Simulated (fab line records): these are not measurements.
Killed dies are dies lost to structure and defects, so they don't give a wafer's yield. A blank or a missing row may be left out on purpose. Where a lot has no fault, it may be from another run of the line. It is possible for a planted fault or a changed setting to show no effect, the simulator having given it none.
fab line records	flow n5-finfet
record lots=4	wafers=11	last-day=15
route steps=1938 shown PMOS_HMC_CHANNEL_EPI@72 FIN_SAQP@90 FIN_CUT@165 BEOL_M4@1111 PASSIVATION@1936
lots that met no fault: from a run of the same line without faults
start-h: hours from the record's first day to the start of the lot's first wafer shown	wait-h: time in hours since the lot's previous step	" same as the row above	L1.1+2: a single row standing in for several wafers	- no value, or no start was given	* or withheld: withheld	< > ~ a bound
route shown NAME@n: a module of which the file shows steps, and the number in the route of the first	usual: mean/standard deviation of fault-free wafers	same: alike in all rows	chamber/n: place in a boat	sites: each site's reading	_std_site: how widely they spread, as a standard deviation	_edge_site: mean of outer sites minus mean of inner sites	radius-mm: how far each site lies from the wafer's centre	mask NAME#n: copy n	behind: the tool/chamber that last shaped the wafer	hold: what put the lot on hold/how long, in hours/how the hold closed	device: the transistor (n, p or np) that didn't switch	end of line: the same wafers' tests at the end of the route	a step given without rows: its recipe and nothing more	killed: not the wafer's yield, but the dies lost to structure and defects at the first sort	map: a wafer's dies, x killed, . not, _ none there
set.NAME: the run value of the setting; set.NAME@STEP: its run value at that earlier step	model.NAME: the simulator's own value behind a step, which no gauge read
a table for each step, a row for each wafer; lots at some steps of the route
## steps
# step N5_PMOS_HMC_CHANNEL_EPI_STRIP_17
# recipe chemistry=SPM	time-s=750	temp-c=130	h2so4-h2o2-vol-ratio=4	dry=ipa-marangoni
# step N5_PMOS_HMC_CHANNEL_EPI_ETCH_38
# recipe chemistry=CF4	target=SiO2	target-depth-a=15	ion-energy-ev=350	pressure-mtorr=10	icp-w=800	bias-w=400	cf4-flow-sccm=80
# step N5_PMOS_HMC_CHANNEL_EPI_FIN_RECESS_16
# recipe chemistry=HBr/Cl2	target=Si	mask-material=SiO2	target-depth-a=540	time-s=18	pressure-mtorr=10	icp-w=800	bias-w=75	HBr_flow_sccm=150	Cl2_flow_sccm=80
# step N5_PMOS_HMC_CHANNEL_EPI_PRECLEAN_36
# recipe chemistry=O3/DIW	time-s=45	temp-c=22	o3-ppm=10
# step N5_PMOS_HMC_CHANNEL_EPI_PRECLEAN_18
# recipe chemistry=DHF	time-s=30	temp-c=25	dilution=withheld
# step N5_PMOS_HMC_CHANNEL_EPI_SRD_19
# recipe dry=ipa-marangoni	do-ppb=5	time-s=30	temp-c=23	rinse-liquid=diw
# step N5_PMOS_HMC_CHANNEL_EPI_EPI_20
# recipe material=SiGe30	mask-material=SiO2	pressure-torr=20	target-thk-a=590	temp-c=600
# step N5_PMOS_HMC_CHANNEL_EPI_HM_STRIP_35
# recipe chemistry=dHF	temp-c=25	material=SiO2	target=SiO2	target-depth-a=396	time-s=216
# step N5_PMOS_HMC_CHANNEL_EPI_SRD_39
# recipe dry=ipa-marangoni	time-s=30	temp-c=23	rinse-liquid=diw
# step N5_PMOS_HMC_CHANNEL_EPI_CMP_21
# recipe material=SiGe30	post-cmp-clean=alkaline-brush	target-thk-nm=54
# step N5_PMOS_HMC_CHANNEL_EPI_PRECLEAN_40
# recipe chemistry=DHF	time-s=30	temp-c=25	dilution=withheld
# step N5_PMOS_HMC_CHANNEL_EPI_PRECLEAN_37
# recipe chemistry=O3/DIW	time-s=45	temp-c=22	o3-ppm=10
# same time-s=45
lot.wafer	tool	chamber	start-h	wait-h
L520.4+5	wet-bench-06	0,3	37.64	0.0
L526.3+4+6	wet-bench-06	3,1,0	73.64	0.0
L531.1+2+4	wet-bench-06	5,4,6	104.31	0.0
L534.3+4+5	wet-bench-05	7,4,2	122.10	0.0
# step N5_PMOS_HMC_CHANNEL_EPI_PRECLEAN_24
# recipe chemistry=DHF	time-s=30	temp-c=25	dilution=withheld
# step N5_PMOS_HMC_CHANNEL_EPI_SRD_25
# recipe dry=ipa-marangoni	do-ppb=5	time-s=30	temp-c=23	rinse-liquid=diw
# step N5_PMOS_HMC_CHANNEL_EPI_EPI_26
# recipe material=Si	target-thk-a=38	temp-c=650	precursor=SiH4/H2	pressure-torr=20	time-s=22.7
# step N5_PMOS_HMC_CHANNEL_EPI_INSPECT_30
# recipe inspect-instrument=darkfield	mode=post-epi
# usual raw-defect-count=19/6.5
lot.wafer	tool	chamber	start-h	wait-h	raw-defect-count
L520.4	defect-inspect-02	-	38.10	0.0	19
L520.5	"	-	"	"	18
L526.3	defect-inspect-02	-	74.18	0.0	461
L526.4	"	-	"	"	465
L526.6	"	-	"	"	437
L531.1	defect-inspect-01	-	104.75	0.0	449
L531.2	"	-	"	"	409
L531.4	"	-	"	"	423
L534.3	defect-inspect-01	-	122.68	0.0	19
L534.4	"	-	"	"	15
L534.5	"	-	"	"	17
# step N5_FIN_SAQP_PRECLEAN_42
# recipe chemistry=O3/DIW	time-s=60	temp-c=22	o3-ppm=10
# step N5_FIN_SAQP_PRECLEAN_00
# recipe chemistry=SC1	time-s=60	temp-c=55	mix=1:2:50
# step N5_FIN_SAQP_PRECLEAN_44
# recipe chemistry=SC2	time-s=45	temp-c=35	mix=1:1:50
# step N5_FIN_SAQP_SRD_01
# recipe dry=ipa-marangoni	time-s=30	temp-c=23	rinse-liquid=diw
# step N5_FIN_SAQP_ALD_61
# recipe material=SiO2	target-thk-a=40	temp-c=300	ald-precursor-family=BDEAS	ald-co-reactant=O2-plasma	pulse-time-s=1	purge-time-s=2	co-reactant-purge-time-s=2	ald-cycles=43	pressure-torr=2
# step N5_FIN_SAQP_DENSIFY_62
# recipe temp-c=700	time-s=60	ambient=N2	idle-temp-c=600	ramp-up-c-per-s=150	ramp-down-c-per-s=60	cool-to-c=600
# step N5_FIN_SAQP_HM_DEP_03
# recipe material=SiNx	target-thk-a=380	temp-c=400	precursor=SiH4/NH3/N2	pressure-torr=1.5	rf-w=300	time-s=33.6
# step N5_FIN_SAQP_PECVD_47
# recipe material=a-Si	target-thk-a=450	temp-c=400	precursor=SiH4/He	pressure-torr=3	rf-w=100	time-s=36.3
# step N5_FIN_SAQP_PECVD_48
# recipe material=SiNx	target-thk-a=250	temp-c=400	precursor=SiH4/NH3/N2	pressure-torr=1.5	rf-w=300	time-s=22.1
# step N5_FIN_SAQP_PECVD_06
# recipe material=a-Si	target-thk-a=600	temp-c=400	precursor=SiH4/He	pressure-torr=3	rf-w=100	time-s=48.1
# step N5_FIN_SAQP_HM_DEP_72
# recipe material=SiO2	target-thk-a=120	temp-c=400	precursor=SiH4/N2O	pressure-torr=0.75	rf-w=275	time-s=7.2
# step N5_FIN_SAQP_COAT_49
# recipe resist=SOC	temp-c=250	time-s=60	spin-rpm=1500	resist-thk-nm=100
# step N5_FIN_SAQP_COAT_50
# recipe resist=SiARC	temp-c=220	time-s=60	spin-rpm=1500	resist-thk-nm=35
# step N5_FIN_SAQP_COAT_10
# recipe resist=CAR-ArF	spin-rpm=1500	resist-thk-nm=90
# step N5_FIN_SAQP_EBR_12
# recipe solvent=PGMEA	ebr-width-mm=1.5
# step N5_FIN_SAQP_SOFTBAKE_11
# recipe temp-c=110	time-s=60	resist=CAR-ArF
# step N5_FIN_SAQP_EXPOSE_13
# recipe mask-id=FIN_CORE	na=1.35	source-shape=dipole	sigma-inner=0.538	sigma-outer=0.738	polarization=te	target-cd-nm=35.6	dose-mj=63.25
# step N5_FIN_SAQP_PEB_14
# recipe peb-temp-c=withheld	peb-time-s=60	resist=CAR-ArF
# step N5_FIN_SAQP_DEVELOP_15
# recipe develop-time-s=30	developer=TMAH	resist=CAR-ArF	dev-temp-c=23	rinse-liquid=diw	dry=air-spin
# step N5_FIN_SAQP_INSPECT_18
# recipe mode=adi	inspect-instrument=brightfield
# usual raw-defect-count=412/120
lot.wafer	tool	chamber	start-h	wait-h	raw-defect-count
L520.4	defect-inspect-02	-	39.55	0.0	440
L520.5	"	-	"	"	391
L526.3	defect-inspect-01	-	75.44	0.0	878
L526.4	"	-	"	"	892
L526.6	"	-	"	"	755
L531.1	defect-inspect-01	-	106.13	0.0	688
L531.2	"	-	"	"	668
L531.4	"	-	"	"	759
L534.3	defect-inspect-01	-	123.94	0.0	367
L534.4	"	-	"	"	480
L534.5	"	-	"	"	529
# step N5_FIN_SAQP_INSPECT_40
# recipe inspect-instrument=brightfield	mode=aei
# usual raw-defect-count=209/61
lot.wafer	tool	chamber	start-h	wait-h	raw-defect-count
L520.4	defect-inspect-02	-	45.91	0.0	202
L520.5	"	-	"	"	156
L526.3	defect-inspect-02	-	80.88	0.0	713
L526.4	"	-	"	"	627
L526.6	"	-	"	"	585
L531.1	defect-inspect-01	-	110.86	0.0	519
L531.2	"	-	"	"	548
L531.4	"	-	"	"	536
L534.3	defect-inspect-01	-	128.77	0.0	151
L534.4	"	-	"	"	150
L534.5	"	-	"	"	271
# step N5_FIN_CUT_INSPECT_10
# recipe mode=adi	inspect-instrument=brightfield
# usual raw-defect-count=38/9.3
lot.wafer	tool	chamber	start-h	wait-h	raw-defect-count
L520.4	defect-inspect-02	-	46.43	0.0	32
L520.5	"	-	"	"	31
L526.3	defect-inspect-01	-	81.28	0.0	495
L526.4	"	-	"	"	488
L526.6	"	-	"	"	452
L531.1	defect-inspect-01	-	111.25	0.1	458
L531.2	"	-	"	"	437
L531.4	"	-	"	"	431
L534.3	defect-inspect-01	-	129.28	0.0	36
L534.4	"	-	"	"	29
L534.5	"	-	"	"	38
# step N5_FIN_CUT_INSPECT_17
# recipe inspect-instrument=brightfield	mode=aei
# usual raw-defect-count=210/61
lot.wafer	tool	chamber	start-h	wait-h	raw-defect-count
L520.4	defect-inspect-01	-	47.64	0.0	179
L520.5	"	-	"	"	139
L526.3	defect-inspect-01	-	82.64	0.0	683
L526.4	"	-	"	"	612
L526.6	"	-	"	"	563
L531.1	defect-inspect-01	-	112.20	0.0	525
L531.2	"	-	"	"	565
L531.4	"	-	"	"	543
L534.3	defect-inspect-01	-	130.41	0.0	159
L534.4	"	-	"	"	141
L534.5	"	-	"	"	259
# step N5_BEOL_M4_RC_MEAS_101
# usual DIBL_N=37.5/2	DIBL_P=37.5/2.5	IOFF_N=0.18/0.042	IOFF_P=0.24/0.046	ION_N=677/15	ION_P=464/9.5	SS_N=72.0/0.76	SS_P=73.6/0.79	VT_N=249/3.5	VT_P=-249/3.2
lot.wafer	tool	chamber	start-h	wait-h	DIBL_N[mV/V]	DIBL_P[mV/V]	IOFF_N[nA/um]	IOFF_P[nA/um]	ION_N[uA/um]	ION_P[uA/um]	SS_N[mV/dec]	SS_P[mV/dec]	VT_N[mV]	VT_P[mV]
L520.4	prober-01	0	181.62	0.5	36.7	37.3	0.16	0.19	664	450	72.0	73.3	253	-253
L520.5	"	0	"	"	36.8	36.0	0.19	0.18	656	448	73.0	73.4	250	-256
L526.3	prober-02	0	221.36	0.3	36.1	37.0	0.15	0.24	664	465	70.5	72.8	249	-247
L526.4	"	0	"	"	38.5	39.1	0.20	0.28	683	471	71.2	73.7	243	-248
L526.6	"	0	"	"	39.5	38.0	0.25	0.27	685	468	72.0	73.5	242	-246
L531.1	prober-02	0	244.72	0.0	34.6	33.6	0.13	0.18	667	455	71.9	73.6	254	-251
L531.2	"	0	"	"	34.9	34.2	0.15	0.21	657	455	71.8	72.4	249	-248
L531.4	"	0	"	"	38.6	39.3	0.22	0.29	695	473	72.4	74.2	245	-244
L534.3	prober-01	0	267.09	0.3	38.3	39.4	0.21	0.27	678	468	71.9	74.3	247	-248
L534.4	"	0	"	"	35.8	36.5	0.16	0.22	679	473	71.4	73.4	251	-251
L534.5	"	0	"	"	32.1	31.8	0.11	0.16	666	470	70.4	72.3	254	-256
# step N5_PASSIVATION_PROBE_49
# usual defect-limited-yield=91.8/1.5	killed_at_M0_to_M3=33/11	killed_at_M4_up=13/5	killed-at-contacts=11/5.6	killed-at-front-end=36/12	killed-at-other=3.4/2.5	killed-dies=97/18	killed-open=64/13	killed-short=31/6.9	sort_bin_5_function=4.8/1	sort_bin_6_memory=3.1/0.64	sort-n-pass=1083/18	sort-yield-pct=91.8/1.5
# same gross-dies=1180	killed-at-back-side=0	sort_bin_4_leakage[%]=0	sort_bin_8_speed[%]=0
lot.wafer	tool	chamber	start-h	wait-h	defect-limited-yield[%]	killed_at_M0_to_M3	killed_at_M4_up	killed-at-contacts	killed-at-front-end	killed-at-other	killed-dies	killed-open	killed-short	sort_bin_5_function[%]	sort_bin_6_memory[%]	sort-n-pass	sort-yield-pct[%]
L526.3	prober-02	-	325.84	0.1	83.6	28	14	4	143	4	193	44	22	10.4	3.6	987	83.6
L526.4	prober-02	-	325.89	0.2	83.7	51	9	9	123	0	192	65	34	9.5	4.8	988	83.7
L526.6	prober-02	-	325.99	0.3	83.4	35	8	9	143	1	196	56	21	9.8	4.1	984	83.4
L531.1	prober-02	-	355.35	0.0	82.8	39	12	5	144	3	203	53	36	11.3	4.2	977	82.8
L531.2	prober-02	-	355.40	0.1	83.3	45	16	12	124	0	197	69	29	11.0	3.0	983	83.3
L531.4	prober-02	-	355.50	0.2	86.9	32	11	0	107	5	155	41	34	8.0	3.1	1025	86.9
L534.3	prober-02	-	370.18	0.1	89.7	49	17	10	42	3	121	83	36	6.6	3.3	1059	89.7
L534.4	prober-02	-	370.23	0.2	92.3	31	15	15	30	0	91	61	30	4.2	3.3	1089	92.3
L534.5	prober-02	-	370.28	0.2	90.6	39	19	21	26	6	111	65	42	5.6	3.1	1069	90.6
# killed by level:class
L526.3 PMOS_HMC_CHANNEL_EPI:unspecified=127 BEOL_M4:geometric-particle:open=8 BEOL_M2:geometric-particle:open=6 BEOL_M0_SAQP:geometric-particle:open=5 ILD0:geometric-particle:short=4 GATE_CUT:geometric-particle:short=4 MOL_CONTACT_COAG:geometric-particle:open=4 BEOL_M0_SAQP:geometric-particle:short=3
L526.4 PMOS_HMC_CHANNEL_EPI:unspecified=92 BEOL_M3:geometric-particle:open=11 BEOL_M0:geometric-particle:open=9 MOL_CONTACT_COAG:geometric-particle:open=8 BEOL_M0_SAQP:geometric-particle:short=8 GATE_CUT:geometric-particle:short=6 BEOL_M0_SAQP:geometric-particle:open=6 FIN_SAQP:geometric-particle:open=5
L526.6 PMOS_HMC_CHANNEL_EPI:unspecified=118 BEOL_M2:geometric-particle:open=9 FIN_SAQP:geometric-particle:open=8 BEOL_M3:geometric-particle:open=8 MOL_CONTACT_COAG:geometric-particle:open=7 BEOL_M0_SAQP:geometric-particle:short=5 STARTING-WAFER:geometric-particle:open=4 FIN_SAQP:geometric-particle:short=3
L531.1 PMOS_HMC_CHANNEL_EPI:unspecified=112 BEOL_M0_SAQP:geometric-particle:short=14 STI_FIN_REVEAL:geometric-particle:open=9 BEOL_M0_SAQP:geometric-particle:open=9 DUMMY_GATE:geometric-particle:short=5 BEOL_M8:geometric-particle:open=4 BEOL_M0:geometric-particle:short=4 STARTING-WAFER:geometric-particle:open=4
L531.2 PMOS_HMC_CHANNEL_EPI:unspecified=92 STI_FIN_REVEAL:geometric-particle:open=14 MOL_CONTACT_COAG:geometric-particle:open=11 BEOL_M0_SAQP:geometric-particle:short=10 BEOL_M3:geometric-particle:open=7 BEOL_M0_SAQP:geometric-particle:open=6 BEOL_M2:geometric-particle:open=6 BEOL_M6:geometric-particle:open=5
L531.4 PMOS_HMC_CHANNEL_EPI:unspecified=79 BEOL_M2:geometric-particle:open=8 STI_FIN_REVEAL:geometric-particle:open=6 BEOL_M0:geometric-particle:short=6 FIN_SAQP:geometric-particle:short=5 BEOL_M0_SAQP:geometric-particle:short=5 BEOL_M0_SAQP:geometric-particle:open=5 BEOL_M4:geometric-particle:open=5
L534.3 BEOL_M3:geometric-particle:open=12 BEOL_M2:geometric-particle:open=10 MOL_CONTACT_COAG:geometric-particle:open=10 FIN_SAQP:geometric-particle:open=7 STI_FIN_REVEAL:geometric-particle:open=7 GATE_CUT:geometric-particle:short=7 BEOL_M1:geometric-particle:open=7 BEOL_M0_SAQP:geometric-particle:open=6
L534.4 MOL_CONTACT_COAG:geometric-particle:open=10 FIN_SAQP:geometric-particle:open=6 BEOL_M0_SAQP:geometric-particle:open=6 BEOL_M0_SAQP:geometric-particle:short=6 GATE_CUT:geometric-particle:short=5 MOL_CONTACT_COAG:geometric-particle:short=5 BEOL_M3:geometric-particle:open=5 BEOL_M0:geometric-particle:open=5
L534.5 MOL_CONTACT_COAG:geometric-particle:open=15 BEOL_M0_SAQP:geometric-particle:short=9 BEOL_M0_SAQP:geometric-particle:open=7 FIN_SAQP:geometric-particle:short=6 STI_FIN_REVEAL:geometric-particle:open=6 BEOL_M2:geometric-particle:open=6 BEOL_M1:geometric-particle:open=5 MOL_CONTACT_COAG:geometric-particle:short=5
# map L526.6 (x killed, . not)
_________________......x.....________________
______________......x..........._____________
___________.................x.xx.x.__________
__________........x............x.x.x_________
________..........x............xx..xxx_______
_______.......xx..x........x.xxxxxx.xxx______
______....x.......x......xx.x..xxxxxxxxx_____
_____........................xxxxxxxxxxxx____
____....x...x....x.x......xxxxxxxxxxxxxx.x___
___..x.............x......x.xxxxxxxxxxxxxxx__
___.....................x.x...xxxxxxxxxxxx.__
__...x...............x....x...xxxxxxxxxxxxxx_
__.x.x.....xx...............xxxxxxxxxxx....x_
_..............................xxxx.x..x.....
_...x..........x............x..xxxx..........
_....x..........xx.....................x.....
_.x.......................x...........x......
_..x.......................x................x
_.....x....................x.................
_......................................x.....
_............x...............................
__..................x......................._
__x....x................................x..._
___.........x..........x................x..__
___................................x.......__
____..........x......xx.......x...........___
_____.x.......xx................x........____
______..x.........x.........x.........x._____
_______............x......x...x.x......______
________..............x..............._______
__________...................x......_________
___________........................__________
______________..x..............._____________
_________________.x......xx..________________
# map L531.1 (x killed, . not)
_________________x.x.........________________
______________....x.......xx...._____________
___________....x..................x__________
__________................x........._________
________...........x.................._______
_______..x.....x.x.............x.x..x..______
______...x...........x...............x.._____
_____..x.................................____
____....x......x....x.x............x......___
___......................x...x.............__
___........................................__
__....x.......x....................x........_
__......x.........x.x..x.........x..x......._
_....x..x.........................x.....x....
_......x.....x............................xx.
_x...x...........x...........................
_.....x.......x...........x.......x..........
_...............x...............x............
_......x...x............xx......x.x.xx......x
_..............x.xxxx......x.....x..x........
_....x.........xxxxxxxx......................
__..xx...x....x..xxxxxx...x...........xx...._
__............xxxxxxxxxxx..x.............x.._
___x........x.xxxxxxxxxxx..................__
___...x......xxxxxxxxxxxxxx......x.........__
____..x.x....xxxxxxxxxxxxx.........x......___
_____.........xxxxxxxxxx.x.......x.......____
______........xxxxxxxxxx.xx..........x.._____
_______.....x...xxxxxxxx............x..______
________...x...xxx.x.xxxx............._______
__________..........xx.xx.........x._________
___________...x.......x.......x....__________
______________.................._____________
_________________.......x..x.________________
## key
first-sign step=N5_PMOS_HMC_CHANNEL_EPI_INSPECT_30	reading=raw-defect-count	direction=up	sigmas=64	usual=19	struck=441
effect step=N5_FIN_SAQP_INSPECT_18	reading=raw-defect-count	direction=up	sigmas=3.1	usual=412	struck=773
effect step=N5_FIN_SAQP_INSPECT_40	reading=raw-defect-count	direction=up	sigmas=6.2	usual=209	struck=588
effect step=N5_FIN_CUT_INSPECT_10	reading=raw-defect-count	direction=up	sigmas=45	usual=38	struck=460
effect step=N5_FIN_CUT_INSPECT_17	reading=raw-defect-count	direction=up	sigmas=6.1	usual=210	struck=582
effect step=N5_PASSIVATION_PROBE_49	reading=killed-at-front-end	direction=up	sigmas=7.8	usual=36	struck=131
more-kills-born-at N5_PMOS_HMC_CHANNEL_EPI_PRECLEAN_37@wet-bench-06=620
met-at N5_PMOS_HMC_CHANNEL_EPI_PRECLEAN_37
struck-wafers L526.3,L526.4,L526.6,L531.1,L531.2,L531.4
onset-between 37.64 73.64
fault kind=chamber-particle-source	tool=wet-bench-06	chamber=-	onset-h=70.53	steps=N5_PMOS_HMC_CHANNEL_EPI_PRECLEAN_37	rate-per-visit-cm2=0.65363	end-h=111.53
